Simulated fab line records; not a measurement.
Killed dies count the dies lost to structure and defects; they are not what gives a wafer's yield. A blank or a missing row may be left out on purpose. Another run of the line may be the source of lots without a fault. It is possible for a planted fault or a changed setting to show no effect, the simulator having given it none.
8D (eight disciplines) problem report, filled in by code | flow n5Finfet | the parts of the form that need people (team, actions taken, sign-off) are left out

1. WHAT WENT WRONG
Mean of spinSpeedRpm at N5_BEOL_M6_COAT_71: 1413.8 rpm across 6 wafers in 2 lots; on wafers with no fault it is 1499.9 rpm (standard deviation 0.93). That is -93 standard deviations from the usual mean.
The step: time 60 s, resist thk 5 nm.
The first sign was on wafer L341.2 at day 16 02:23, on lithoTrack-04. Wafers with a number at this step in the record: 36, from 12 lots. By rule, "out" or "out of limits" means more than 4 standard deviations away from the usual mean. The rest of the wafers with a number are treated as sound.

2. WHAT IT IS, AND WHAT IT ISN'T
question                    | is                     | is not
which readings at this step | spinSpeedRpm           | chillPlateTempC
which lots                  | L341, L343             | L325, L326, L327, L330, L332, L333, L334, L335, L336, L347
which wafers of those lots  | all that have a number | -
read on which tools         | lithoTrack-04          | lithoTrack-01
when                        | from day 16 02:23      | up to then (27 sound wafers); but 3 sound wafers of L347 came after

3. WHAT RULES OUT EACH SUSPECT
Counting: a tool at any process step up to the reading remains a suspect when it ran all the lots that are out and ran no sound lot after the first of those.
- cvdCo-01 at N5_BEOL_M5_CO_CAP_78 (material Co, precursor CCTBA/H2, target thk 2 nm, time 102.1 s): ruled out as a lasting fault. The sound lots L347 went through it after L341, its earliest lot that is out (day 15 22:22).
- lithoTrack-04 at N5_BEOL_M6_COAT_71 (time 60 s, resist thk 5 nm): kept. All lots that are out passed through it, beginning with L341 at day 16 02:23, and no sound lot followed; its final sound lot before that point was L335 at day 14 16:02. On those wafers its own readings are out: spinSpeedRpm.
After counting, what remains is lithoTrack-04 at N5_BEOL_M6_COAT_71.

4. THE CAUSE (what the simulator had put in)
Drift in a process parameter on lithoTrack-04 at N5_BEOL_M6_COAT_71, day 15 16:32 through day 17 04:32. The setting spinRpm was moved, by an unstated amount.
This tool alone remained once counting was done.

5. SEQUENCE OF EFFECTS, ordered by route
Each row: a reading where the mean over the struck wafers with a number is more than 3 standard deviations away from the usual. Only readings whose record carries a usual standard deviation are examined. hours: median over the lots of the time between each lot's start at the first step of this table that gives one and its start at this step. sigmas: the change, counted in usual standard deviations.
hours | step               | reading      | usual      | on struck wafers | change | sigmas
0     | N5_BEOL_M6_COAT_71 | spinSpeedRpm | 1499.9 rpm | 1413.8           | -86.1  | -93
The process steps in it:
- N5_BEOL_M6_COAT_71: time 60 s, resist thk 5 nm.

6. HOW IT WOULD HAVE BEEN CAUGHT EARLIER
10 hours passed between the start of the fault at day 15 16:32 and the first reading out of limits in this record, taken at day 16 02:23.
